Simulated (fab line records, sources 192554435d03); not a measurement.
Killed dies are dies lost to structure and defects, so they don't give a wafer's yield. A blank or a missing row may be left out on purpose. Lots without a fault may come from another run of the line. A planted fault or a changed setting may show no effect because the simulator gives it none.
A struck lot beside a sound one | flow n5_finfet | 14 steps out of a route of 1938
Sound: wafers L981.1, L981.2, L981.3. Struck: wafers L997.2, L997.3, L997.4. The cause comes at the end.
At each step with rows: each side's tool, then ch and its chambers, then its first start. Under that, the readings that differ: sound wafers | struck wafers | difference of the means | sigmas: that difference in standard deviations of wafers without a fault.
alike: readings whose means differ by less than 2 such deviations, and words and numbers that are the same on both sides. not compared: withheld readings, readings that some wafer has no value for, bounds like >300 that may hide the same value, and numbers for which the record gives no deviation and whose values overlap.
The two part at a step that has a row with sigmas, a row that says differs or no value, or rows on one side only. Numbers that don't overlap but have no deviation are shown without sigmas and don't part them. A reading that every wafer of one side lacks parts them only if that side has two wafers or more.

N5_MIM_TOP_LITHO_OVL_MEAS_11:
  sound on overlay-01 ch 0, day 14 15:41; struck on overlay-01 ch 0, day 21 18:54
  alike: MIM_TOP_OVL
N5_MIM_TOP_LITHO_INSPECT_12: inspects for defects (macro).
  sound on defect_inspect-02, day 14 15:43; struck on defect_inspect-01, day 21 19:01
  alike: raw_defect_count
N5_MIM_TOP_LITHO_DESCUM_10: chemistry O2, time 7.9 s.
  sound on rie_diel-05 ch 0,1,2, day 14 15:48; struck on rie_diel-04 ch 0,1,2, day 21 19:04
  reading                | sound    | struck     | difference | sigmas
  rf_hours_counter_h (h) | 61 11 46 | 102 64 150 | +66        |
  alike: drypump_motor_current_A, o2_flow_sccm, oes_product_au, rf_vpp_V, showerhead_plenum_p_Torr, throttle_valve_pct
N5_MIM_TOP_ETCH_ETCH_00: etches TiN in Cl2/BCl3, target depth 38.5 nm.
  sound on rie_metal-01 ch 0,1, day 14 15:53; struck on rie_metal-02 ch 0,1, day 21 19:08
  alike: drypump_motor_current_A, mfc_cl2_sccm, oes_product_au, throttle_valve_pct
  not compared: rf_hours_counter_h
N5_MIM_TOP_ETCH_STRIP_01: strips in O2.
  sound on rie_diel-03 ch 1,2,3, day 14 16:02; struck on rie_diel-06 ch 0,1,2, day 21 19:18
  alike: drypump_motor_current_A, o2_flow_sccm, oes_product_au, rf_vpp_V, showerhead_plenum_p_Torr, throttle_valve_pct
  not compared: rf_hours_counter_h
N5_MIM_TOP_ETCH_PECVD_03: deposits SiNx from SiH4/NH3/N2, target thk 20 nm, time 17.6 s.
  sound on pecvd-01 ch 0,1,2, day 14 16:06; struck on pecvd-03 ch 0,1, day 21 19:22
  alike: heater_power_outer_w, heater_power_w, showerhead_plenum_p_Torr, throttle_valve_pct
then, 6 steps without rows for these wafers: N5_MIM_BOT_LITHO_HMDS_01 (time 60 s); N5_MIM_BOT_LITHO_COAT_02; N5_MIM_BOT_LITHO_EBR_04; N5_MIM_BOT_LITHO_SOFTBAKE_03 (time 90 s); N5_MIM_BOT_LITHO_EXPOSE_05 (exposes mask MIM BOT); N5_MIM_BOT_LITHO_PEB_06.
N5_MIM_BOT_LITHO_DEVELOP_07: develop time 60 s.
  sound on litho_track-02 ch 0, day 14 16:28; struck on litho_track-05, day 21 19:38
  no value came back on the struck wafers for chill_plate_temp_C (C), develop_time_s (s); on the sound wafers chill_plate_temp_C (C) reads 22.95 23.01 22.93
  not compared: model.coat_of_MIM_BOT_LITHO_COAT_02.thk_nm
then, 1 step without rows for these wafers: N5_MIM_BOT_LITHO_HARDBAKE_09 (time 120 s).

WHERE THEY PART
Only at N5_MIM_BOT_LITHO_DEVELOP_07, within this record.

WHY: what the simulator had put in
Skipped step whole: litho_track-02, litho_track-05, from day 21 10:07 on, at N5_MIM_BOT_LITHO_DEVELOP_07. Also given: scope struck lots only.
